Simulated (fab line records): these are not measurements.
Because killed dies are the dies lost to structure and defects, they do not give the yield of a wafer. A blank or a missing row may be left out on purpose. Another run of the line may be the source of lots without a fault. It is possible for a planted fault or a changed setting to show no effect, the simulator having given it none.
fab line records	flow n5_finfet	part 1 of 2: steps 1 to 4 of 6
record lots=22	wafers=66	last_day=19
route steps=1938 shown GATE_CUT@468 MOL_CONTACT_COAG@529
lots with no fault: from the same line, run without faults
start_h: hours from the record's opening day to when the first of the lot's shown wafers began	wait_h: hours since the lot's step before	" same as the row above	L1.1+2: a single row standing in for several wafers	- no value, or no start given	* or withheld: withheld	< > ~ a bound
route shown NAME@n: names a module that has steps shown in the file, with the first one's number in the route	usual: the fault-free wafers' mean and standard deviation	same: alike in all rows	chamber/n: place in a boat	sites: the reading at each site	_std_site: how widely they spread, as a standard deviation	_edge_site: inner sites' mean taken away from outer sites' mean	radius_mm: how far each site lies from the wafer's centre	mask NAME#n: copy n	behind: the most recent tool/chamber to have shaped the wafer	hold: the reason the lot was held/the length of the hold in hours/how it ended	device: whichever transistor did not switch (one of n, p or np)	end of line: the tests these same wafers got at the end of their route	for a step that has no rows: nothing shown but its recipe	killed: not the wafer's yield, but the dies lost to structure and defects at the first sort	map: a wafer's dies, marking killed ones x, the rest . and places with no die _
set.NAME: the run value of the setting; set.NAME@STEP: its run value at that earlier step	model.NAME: the simulator's own value behind a step, which no gauge read
a sample of lots followed through the steps of the route, with each step as a table and each wafer as a row
services: when a tool's chamber went out of use (start_h, in hours from the record's first day, below 0 if earlier), for how many hours, and the reason
## steps
# step N5_GATE_CUT_VAPOR_ETCH_60
# recipe chemistry=BCl3/Cl2	target=HfO2	mode=isotropic
# usual drypump_motor_current_A=5.7/0.48	oes_product_au=0.76/0.12
lot.wafer	tool	chamber	start_h	wait_h	drypump_motor_current_A	oes_product_au
L074.1	rie_metal-02	0	84.29	0.0	5.0	0.94
L074.4	"	1	"	"	5.9	0.94
L074.6	"	0	"	"	5.0	0.93
L075.2	rie_metal-02	0	91.27	0.0	5.0	0.94
L075.4	"	0	"	"	5.0	0.94
L075.6	"	0	"	"	4.9	0.94
L076.3	rie_metal-03	1	91.94	0.0	5.3	0.63
L076.4	"	0	"	"	5.5	0.87
L076.6	"	1	"	"	5.3	0.63
L077.4	rie_metal-03	1	103.52	0.0	5.3	0.63
L077.5	"	1	"	"	5.3	0.63
L077.6	"	0	"	"	5.4	0.85
L078.1	rie_metal-01	0	104.48	0.0	6.6	0.59
L078.3	"	1	"	"	6.0	0.72
L078.5	"	1	"	"	6.0	0.73
L079.2	rie_metal-02	0	115.37	0.0	5.0	0.91
L079.5	"	0	"	"	5.0	0.92
L079.6	"	1	"	"	5.9	0.92
L080.1	rie_metal-03	0	116.03	0.0	5.4	0.85
L080.2	"	1	"	"	5.3	0.62
L080.4	"	1	"	"	5.2	0.63
L081.3	rie_metal-03	0	122.65	0.0	5.4	0.84
L081.5	"	1	"	"	5.3	0.62
L081.6	"	0	"	"	5.5	0.85
L082.1	rie_metal-01	1	128.62	0.0	6.0	0.72
L082.3	"	0	"	"	6.5	0.59
L082.4	"	1	"	"	6.0	0.73
L083.1	rie_metal-01	0	135.09	0.0	6.6	0.59
L083.4	"	1	"	"	6.0	0.71
L083.6	"	1	"	"	6.0	0.72
L085.2	rie_metal-03	1	146.33	0.0	5.3	0.62
L085.4	"	0	"	"	5.5	0.84
L085.5	"	0	"	"	5.5	0.84
L086.1	rie_metal-01	0	157.42	0.0	6.5	0.59
L086.2	"	1	"	"	5.9	0.71
L086.3	"	0	"	"	6.5	0.59
L087.2	rie_metal-03	1	158.01	0.0	5.3	0.63
L087.4	"	0	"	"	5.5	0.83
L087.6	"	1	"	"	5.3	0.62
L088.1	rie_metal-03	1	168.92	0.0	5.3	0.61
L088.3	"	1	"	"	5.3	0.62
L088.4	"	0	"	"	5.4	0.83
L089.1	rie_metal-01	1	176.46	0.0	6.0	0.71
L089.3	"	1	"	"	6.0	0.71
L089.6	"	1	"	"	6.0	0.71
L091.1	rie_metal-01	1	184.24	0.0	6.0	0.71
L091.3	"	1	"	"	6.0	0.71
L091.4	"	0	"	"	6.6	0.58
L090.1	rie_metal-03	1	189.66	0.1	5.3	0.62
L090.2	"	1	"	"	5.3	0.62
L090.4	"	1	"	"	5.3	0.62
L093.1	rie_metal-02	1	195.24	0.0	5.9	0.87
L093.2	"	0	"	"	5.0	0.91
L093.6	"	0	"	"	5.0	0.89
L094.2	rie_metal-01	1	203.57	0.1	6.0	0.70
L094.5	"	1	"	"	6.0	0.71
L094.6	"	1	"	"	6.0	0.71
L095.1	rie_metal-02	1	206.73	0.0	5.9	0.85
L095.2	"	0	"	"	4.9	0.90
L095.3	"	0	"	"	5.0	0.90
L096.1	rie_metal-03	0	216.29	0.1	5.4	0.82
L096.2	"	0	"	"	5.4	0.81
L096.6	"	0	"	"	5.5	0.80
L097.1	rie_metal-02	1	218.86	0.0	5.9	0.86
L097.3	"	1	"	"	5.9	0.85
L097.5	"	0	"	"	4.9	0.90
# step N5_GATE_CUT_STRIP_59
# recipe chemistry=N2/H2	time_s=20	power_w=100	temp_c=40	pressure_mtorr=100	rf_frequency_hz=6e+07	bias_power_w=3	n2_flow_sccm=300	h2_flow_sccm=300
# usual drypump_motor_current_A=6.0/0.45	oes_product_au=0.75/0.052	rf_vpp_V=45.3/0.82	showerhead_plenum_p_Torr=3.32/0.13	throttle_valve_pct=12.33/0.23
lot.wafer	tool	chamber	start_h	wait_h	drypump_motor_current_A	oes_product_au	rf_hours_counter_h	rf_vpp_V	showerhead_plenum_p_Torr	throttle_valve_pct
L074.1	rie_diel-01	0	84.44	0.1	5.9	0.77	165	45.9	3.36	12.49
L074.4	"	2	"	"	5.4	0.81	72	45.0	3.43	12.13
L074.6	"	2	"	"	5.4	0.82	-	44.8	3.43	12.13
L075.2	rie_diel-02	1	91.48	0.1	5.6	0.80	122	45.5	3.52	12.10
L075.4	"	2	"	"	6.7	0.81	88	46.4	3.16	12.18
L075.6	"	1	"	"	5.6	0.79	-	43.8	3.52	12.10
L076.3	rie_diel-06	2	92.08	0.1	5.6	0.74	141	45.7	3.51	12.23
L076.4	"	1	"	"	6.0	0.82	83	44.7	3.15	11.99
L076.6	"	2	"	"	5.6	0.74	-	45.1	3.51	12.23
L077.4	rie_diel-06	1	103.87	0.0	6.0	0.82	-	45.5	3.15	12.00
L077.5	"	0	"	"	6.0	0.71	-	45.1	3.33	12.23
L077.6	"	3	"	"	6.7	0.73	-	46.2	3.23	12.53
L078.1	rie_diel-02	2	104.64	0.1	6.7	0.79	94	44.0	3.15	12.20
L078.3	"	0	"	"	6.8	0.70	237	45.2	3.18	12.20
L078.5	"	2	"	"	6.7	0.79	-	46.2	3.15	12.19
L079.2	rie_diel-06	0	115.58	0.1	6.0	0.69	227	45.2	3.33	12.24
L079.5	"	3	"	"	6.7	0.72	-	45.6	3.23	12.53
L079.6	"	0	"	"	6.0	0.70	-	45.2	3.33	12.23
L080.1	rie_diel-01	1	116.21	0.1	5.6	0.70	189	46.2	3.36	12.63
L080.2	"	0	"	"	5.9	0.76	176	46.3	3.36	12.50
L080.4	"	2	"	"	5.4	0.80	82	45.7	3.42	12.16
L081.3	rie_diel-06	0	122.98	0.1	6.0	0.70	230	45.1	3.33	12.24
L081.5	"	2	"	"	5.6	0.75	-	46.5	3.51	12.25
L081.6	"	3	"	"	6.7	0.72	-	46.2	3.23	12.55
L082.1	rie_diel-02	0	128.78	0.1	6.8	0.71	245	44.2	3.17	12.23
L082.3	"	3	"	"	6.2	0.73	149	45.0	3.24	12.60
L082.4	"	2	"	"	6.7	0.80	100	45.5	3.15	12.21
L083.1	rie_diel-06	1	135.25	0.1	6.0	0.81	99	43.3	3.15	12.02
L083.4	"	2	"	"	5.6	0.73	149	46.2	3.51	12.26
L083.6	"	1	"	"	6.0	0.80	-	44.6	3.15	12.04
L085.2	rie_diel-06	2	146.48	0.1	5.6	0.74	154	46.1	3.50	12.26
L085.4	"	3	"	"	6.7	0.72	214	45.8	3.22	12.57
L085.5	"	3	"	"	6.7	0.72	-	43.4	3.22	12.56
L086.1	rie_diel-02	3	157.57	0.1	6.2	0.71	161	44.0	3.24	12.63
L086.2	"	0	"	"	6.8	1.00	0	46.2	3.57	11.62
L086.3	"	2	"	"	6.7	0.78	112	44.1	3.14	12.24
L087.2	rie_diel-01	1	158.17	0.1	5.6	0.69	202	45.4	3.35	12.70
L087.4	"	3	"	"	6.3	0.70	215	44.8	3.35	12.39
L087.6	"	0	"	"	5.9	0.75	-	45.4	3.35	12.55
L088.1	rie_diel-06	0	169.17	0.1	6.0	0.68	245	45.2	3.32	12.30
L088.3	"	1	"	"	6.0	0.80	109	45.2	3.14	12.06
L088.4	"	3	"	"	6.7	0.71	220	44.3	3.22	12.58
L089.1	rie_diel-06	2	176.61	0.1	5.6	0.73	162	44.9	3.50	12.28
L089.3	"	1	"	"	6.0	0.80	111	45.4	3.14	12.06
L089.6	"	2	"	"	5.6	0.72	-	46.1	3.50	12.28
L091.1	rie_diel-06	2	184.39	0.1	5.6	0.74	164	45.7	3.50	12.29
L091.3	"	3	"	"	6.7	0.71	224	45.1	3.22	12.61
L091.4	"	0	"	"	6.1	0.68	249	44.8	3.32	12.29
L090.1	rie_diel-01	3	189.86	0.1	6.3	0.69	226	45.4	3.34	12.42
L090.2	"	2	"	"	5.4	0.78	107	44.9	3.41	12.22
L090.4	"	0	"	"	5.9	0.74	198	46.3	3.35	12.57
L093.1	rie_diel-02	0	195.39	0.1	6.8	0.96	11	46.5	3.57	11.65
L093.2	"	1	"	"	5.5	0.75	158	45.3	3.50	12.18
L093.6	"	2	"	"	6.6	0.77	-	44.8	3.14	12.25
L094.2	rie_diel-06	1	203.74	0.1	6.0	0.79	120	45.8	3.14	12.08
L094.5	"	3	"	"	6.7	0.69	-	46.1	3.22	12.60
L094.6	"	2	"	"	5.6	0.73	-	45.6	3.50	12.30
L095.1	rie_diel-01	2	206.90	0.1	5.4	0.76	111	44.5	3.40	12.24
L095.2	"	1	"	"	5.5	0.69	217	45.3	3.34	12.72
L095.3	"	3	"	"	6.3	0.68	231	45.2	3.34	12.45
L096.1	rie_diel-02	3	216.47	0.1	6.2	0.70	179	46.8	3.23	12.69
L096.2	"	2	"	"	6.7	0.77	130	44.1	3.13	12.28
L096.6	"	1	"	"	5.6	0.75	-	45.7	3.49	12.20
L097.1	rie_diel-01	1	219.01	0.1	5.6	0.69	220	43.9	3.34	12.72
L097.3	"	0	"	"	5.9	0.73	206	45.3	3.34	12.59
L097.5	"	2	"	"	5.5	0.76	-	45.1	3.40	12.22
# step N5_GATE_CUT_ETCH_19
# recipe chemistry=CH3F/O2	target=SiNx	mask_material=SiO2	target_depth_a=537	time_s=76.7	pressure_mtorr=30	source_w=395	bias_w=73	Ar_flow_sccm=150	CH3F_flow_sccm=30	O2_flow_sccm=20	ion_energy_ev=120	ends=cleared
# usual drypump_motor_current_A=6.1/0.47	etch_rf_on_time_s=78.0/0.76	mfc_ar_sccm=150.0/0.47	oes_product_au=0.64/0.054	rf_vpp_V=298/3.6	showerhead_plenum_p_Torr=1.96/0.09	throttle_valve_pct=16.41/0.22
lot.wafer	tool	chamber	start_h	wait_h	drypump_motor_current_A	etch_rf_on_time_s	mfc_ar_sccm	oes_product_au	rf_hours_counter_h	rf_vpp_V	showerhead_plenum_p_Torr	throttle_valve_pct
L074.1	rie_diel-02	2	88.13	0.0	6.6	77.8	150.3	0.69	88	294	1.87	16.35
L074.4	"	3	"	"	6.2	76.8	150.6	0.64	141	295	1.92	16.69
L074.6	"	0	"	"	6.8	78.1	149.3	0.60	-	293	1.90	16.26
L075.2	rie_diel-02	1	95.37	0.0	5.5	78.6	150.2	0.66	124	301	2.10	16.29
L075.4	"	1	"	"	5.5	79.2	149.7	0.65	-	301	2.10	16.29
L075.6	"	0	"	"	6.8	78.1	150.7	0.61	-	292	1.90	16.27
L076.3	rie_diel-02	2	96.62	0.0	6.7	78.7	150.4	0.69	90	294	1.87	16.36
L076.4	"	0	"	"	6.8	79.0	150.1	0.60	-	293	1.90	16.27
L076.6	"	1	"	"	5.6	79.3	151.0	0.66	-	302	2.10	16.30
L077.4	rie_diel-06	1	107.47	0.0	6.0	77.3	150.3	0.69	-	303	1.86	16.16
L077.5	"	3	"	"	6.7	78.5	149.6	0.61	-	294	1.88	16.47
L077.6	"	0	"	"	6.0	77.9	150.2	0.60	-	298	1.97	16.35
L078.1	rie_diel-02	2	108.24	0.0	6.6	78.2	150.1	0.68	95	296	1.87	16.40
L078.3	"	3	"	"	6.2	76.7	150.2	0.63	143	295	1.92	16.71
L078.5	"	1	"	"	5.5	78.1	149.5	0.66	-	303	2.09	16.31
L079.2	rie_diel-06	2	119.28	0.0	5.6	79.0	150.0	0.64	144	301	2.08	16.36
L079.5	"	2	"	"	5.6	78.8	149.5	0.64	-	301	2.08	16.38
L079.6	"	3	"	"	6.6	78.3	149.4	0.61	-	293	1.88	16.48
L080.1	rie_diel-06	2	121.02	0.0	5.6	78.9	149.9	0.64	144	302	2.08	16.35
L080.2	"	0	"	"	6.0	78.3	150.1	0.59	229	298	1.97	16.36
L080.4	"	1	"	"	6.0	77.0	149.8	0.69	94	304	1.86	16.18
L081.3	rie_diel-02	2	126.96	0.0	6.6	77.9	150.7	0.68	100	295	1.87	16.38
L081.5	"	2	"	"	6.6	77.5	150.3	0.68	-	295	1.87	16.37
L081.6	"	3	"	"	6.2	77.2	150.4	0.63	-	295	1.91	16.70
L082.1	rie_diel-02	1	132.89	0.0	5.5	79.2	150.0	0.65	137	301	2.09	16.32
L082.3	"	3	"	"	6.2	77.3	149.4	0.63	150	295	1.91	16.71
L082.4	"	1	"	"	5.5	79.0	150.2	0.65	-	300	2.09	16.31
L083.1	rie_diel-01	2	138.94	0.0	5.4	76.4	149.3	0.67	90	301	2.02	16.27
L083.4	"	3	"	"	6.3	77.9	149.9	0.59	211	294	1.98	16.43
L083.6	"	3	"	"	6.3	78.2	150.5	0.60	-	293	1.98	16.44
L085.2	rie_diel-06	1	150.71	0.0	6.0	77.8	149.9	0.68	105	303	1.86	16.18
L085.4	"	2	"	"	5.6	80.1	150.5	0.62	155	302	2.08	16.39
L085.5	"	1	"	"	6.0	77.6	149.7	0.68	-	303	1.86	16.18
L086.1	rie_diel-06	2	161.15	0.0	5.6	78.8	149.1	0.63	157	300	2.08	16.40
L086.2	"	3	"	"	6.7	77.8	150.4	0.61	217	293	1.88	16.49
L086.3	"	1	"	"	6.0	76.4	149.6	0.69	107	304	1.85	16.20
L087.2	rie_diel-02	1	161.87	0.0	5.6	78.7	149.2	0.64	149	302	2.09	16.35
L087.4	"	2	"	"	6.7	78.6	149.5	0.67	113	294	1.86	16.38
L087.6	"	3	"	"	6.2	78.0	149.8	0.62	-	294	1.91	16.72
L088.1	rie_diel-02	3	173.05	0.0	6.2	78.2	149.4	0.62	166	295	1.91	16.73
L088.3	"	0	"	"	6.7	76.8	149.5	0.82	5	296	2.14	15.88
L088.4	"	2	"	"	6.6	78.4	150.0	0.66	117	296	1.86	16.38
L089.1	rie_diel-02	1	180.46	0.0	5.6	78.5	149.9	0.64	154	300	2.09	16.36
L089.3	"	2	"	"	6.7	78.3	150.1	0.66	119	294	1.86	16.41
L089.6	"	3	"	"	6.2	78.2	150.1	0.61	-	296	1.91	16.74
L091.1	rie_diel-06	2	187.95	0.0	5.6	78.7	150.2	0.62	164	300	2.07	16.41
L091.3	"	0	"	"	6.0	78.1	149.1	0.58	250	298	1.96	16.41
L091.4	"	3	"	"	6.6	77.7	150.4	0.60	225	296	1.87	16.53
L090.1	rie_diel-01	0	196.83	0.0	5.9	77.2	150.5	0.62	200	300	1.97	16.68
L090.2	"	1	"	"	5.5	78.5	150.1	0.59	214	300	1.98	16.89
L090.4	"	3	"	"	6.3	77.9	150.3	0.59	227	293	1.98	16.45
L093.1	rie_diel-01	3	199.32	0.0	6.3	79.2	150.6	0.58	228	294	1.98	16.46
L093.2	"	0	"	"	5.9	77.8	150.1	0.61	200	300	1.97	16.69
L093.6	"	1	"	"	5.5	79.4	149.7	0.58	-	301	1.98	16.91
L094.2	rie_diel-06	3	207.71	0.0	6.7	78.4	149.6	0.59	233	296	1.87	16.51
L094.5	"	1	"	"	6.0	77.0	150.3	0.67	-	302	1.85	16.21
L094.6	"	3	"	"	6.6	77.7	149.5	0.60	-	295	1.87	16.53
L095.1	rie_diel-06	3	210.50	0.0	6.7	78.1	150.2	0.60	234	295	1.87	16.55
L095.2	"	1	"	"	6.0	76.8	149.6	0.68	123	302	1.85	16.23
L095.3	"	2	"	"	5.6	79.2	150.0	0.61	174	302	2.07	16.43
L096.1	rie_diel-01	3	220.39	0.0	6.3	78.7	149.1	0.58	234	293	1.98	16.48
L096.2	"	2	"	"	5.4	77.1	150.3	0.65	115	302	2.01	16.33
L096.6	"	1	"	"	5.6	78.1	150.8	0.59	-	300	1.97	16.91
L097.1	rie_diel-02	2	222.69	0.0	6.7	77.7	150.1	0.66	132	295	1.86	16.43
L097.3	"	3	"	"	6.2	78.1	149.8	0.61	181	296	1.90	16.74
L097.5	"	3	"	"	6.2	77.7	150.0	0.60	-	297	1.90	16.74
# step N5_GATE_CUT_CUT_ETCH_53
# recipe chemistry=SF6/Cl2	target=W	mask_material=SiO2	target_depth_a=792	pressure_mtorr=8	icp_w=900	bias_w=80	SF6_flow_sccm=40	Cl2_flow_sccm=60	ends=cleared
# usual drypump_motor_current_A=5.7/0.46	etch_rf_on_time_s=26.2/0.44	oes_product_au=0.69/0.11	throttle_valve_pct=28.88/0.29
lot.wafer	tool	chamber	start_h	wait_h	drypump_motor_current_A	etch_rf_on_time_s	oes_product_au	rf_hours_counter_h	throttle_valve_pct
L074.1	rie_metal-03	0	88.24	0.1	5.5	26.4	0.75	19	28.96
L074.4	"	0	"	"	5.4	26.3	0.76	-	28.96
L074.6	"	1	"	"	5.3	26.3	0.57	-	29.22
L075.2	rie_metal-02	1	95.48	0.1	5.9	25.5	0.83	10	28.40
L075.4	"	1	"	"	5.9	25.4	0.84	-	28.39
L075.6	"	0	"	"	4.9	26.0	0.84	-	28.73
L076.3	rie_metal-01	1	96.75	0.1	6.0	26.4	0.66	-	28.99
L076.4	"	0	"	"	6.6	27.0	0.54	-	29.14
L076.6	"	1	"	"	6.0	26.5	0.66	-	28.99
L077.4	rie_metal-03	0	107.55	0.0	5.4	26.4	0.75	-	28.97
L077.5	"	0	"	"	5.4	26.5	0.76	-	28.95
L077.6	"	1	"	"	5.3	26.5	0.56	-	29.23
L078.1	rie_metal-03	1	108.35	0.1	5.3	26.5	0.56	119	29.23
L078.3	"	1	"	"	5.3	26.3	0.56	-	29.22
L078.5	"	1	"	"	5.3	26.3	0.56	-	29.23
L079.2	rie_metal-03	0	119.39	0.1	5.5	26.7	0.74	23	28.97
L079.5	"	1	"	"	5.3	26.3	0.56	-	29.22
L079.6	"	0	"	"	5.5	26.6	0.74	-	28.96
L080.1	rie_metal-02	0	121.12	0.1	5.0	26.0	0.82	8	28.74
L080.2	"	1	"	"	5.9	25.2	0.83	12	28.39
L080.4	"	1	"	"	5.9	25.2	0.84	-	28.40
L081.3	rie_metal-03	1	127.09	0.1	5.3	26.6	0.55	-	29.24
L081.5	"	0	"	"	5.5	26.8	0.74	-	28.96
L081.6	"	1	"	"	5.3	26.7	0.55	-	29.23
L082.1	rie_metal-02	1	133.00	0.1	5.9	25.4	0.82	14	28.38
L082.3	"	1	"	"	5.9	25.3	0.82	-	28.40
L082.4	"	1	"	"	5.9	25.4	0.82	-	28.39
L083.1	rie_metal-01	1	139.04	0.1	6.0	25.8	0.66	71	29.01
L083.4	"	0	"	"	6.6	26.6	0.54	-	29.15
L083.6	"	0	"	"	6.5	26.6	0.54	-	29.15
L085.2	rie_metal-02	1	150.84	0.1	5.9	25.6	0.80	-	28.40
L085.4	"	1	"	"	5.9	25.6	0.80	-	28.42
L085.5	"	1	"	"	5.9	25.6	0.80	-	28.41
L086.1	rie_metal-02	1	161.26	0.1	5.9	25.8	0.80	18	28.42
L086.2	"	1	"	"	5.9	26.0	0.80	-	28.42
L086.3	"	1	"	"	5.9	26.0	0.79	-	28.41
L087.2	rie_metal-01	1	161.98	0.1	6.0	26.2	0.66	73	29.00
L087.4	"	1	"	"	6.0	26.2	0.65	-	29.00
L087.6	"	0	"	"	6.5	26.7	0.54	-	29.15
L088.1	rie_metal-01	1	173.22	0.1	6.0	26.3	0.65	74	28.99
L088.3	"	0	"	"	6.6	26.9	0.53	-	29.15
L088.4	"	1	"	"	6.0	26.4	0.64	-	29.01
L089.1	rie_metal-01	1	180.56	0.1	6.0	26.3	0.64	75	28.99
L089.3	"	1	"	"	6.0	26.1	0.64	-	29.02
L089.6	"	0	"	"	6.5	27.0	0.53	-	29.15
L091.1	rie_metal-02	0	188.06	0.1	5.0	25.8	0.83	8	28.74
L091.3	"	1	"	"	5.9	25.4	0.78	-	28.42
L091.4	"	0	"	"	5.0	25.6	0.82	-	28.76
L090.1	rie_metal-03	1	196.94	0.1	5.3	26.1	0.55	128	29.25
L090.2	"	1	"	"	5.3	26.2	0.55	-	29.24
L090.4	"	1	"	"	5.3	26.2	0.55	-	29.22
L093.1	rie_metal-02	0	199.42	0.1	5.0	25.9	0.81	10	28.74
L093.2	"	1	"	"	5.9	25.5	0.78	24	28.43
L093.6	"	0	"	"	5.0	25.9	0.82	-	28.75
L094.2	rie_metal-03	0	207.84	0.1	5.4	26.3	0.73	-	28.97
L094.5	"	0	"	"	5.5	26.3	0.72	-	28.97
L094.6	"	0	"	"	5.5	26.2	0.73	-	28.96
L095.1	rie_metal-03	0	210.61	0.1	5.5	26.7	0.72	31	28.98
L095.2	"	0	"	"	5.4	26.7	0.72	-	28.97
L095.3	"	0	"	"	5.4	26.5	0.72	-	28.97
L096.1	rie_metal-01	1	220.49	0.1	6.0	26.2	0.64	79	29.00
L096.2	"	1	"	"	6.0	26.1	0.64	-	29.02
L096.6	"	1	"	"	6.0	25.9	0.64	-	29.01
L097.1	rie_metal-02	1	222.80	0.1	5.9	25.6	0.77	26	28.43
L097.3	"	1	"	"	5.9	25.6	0.76	-	28.42
L097.5	"	0	"	"	5.0	26.1	0.81	-	28.74
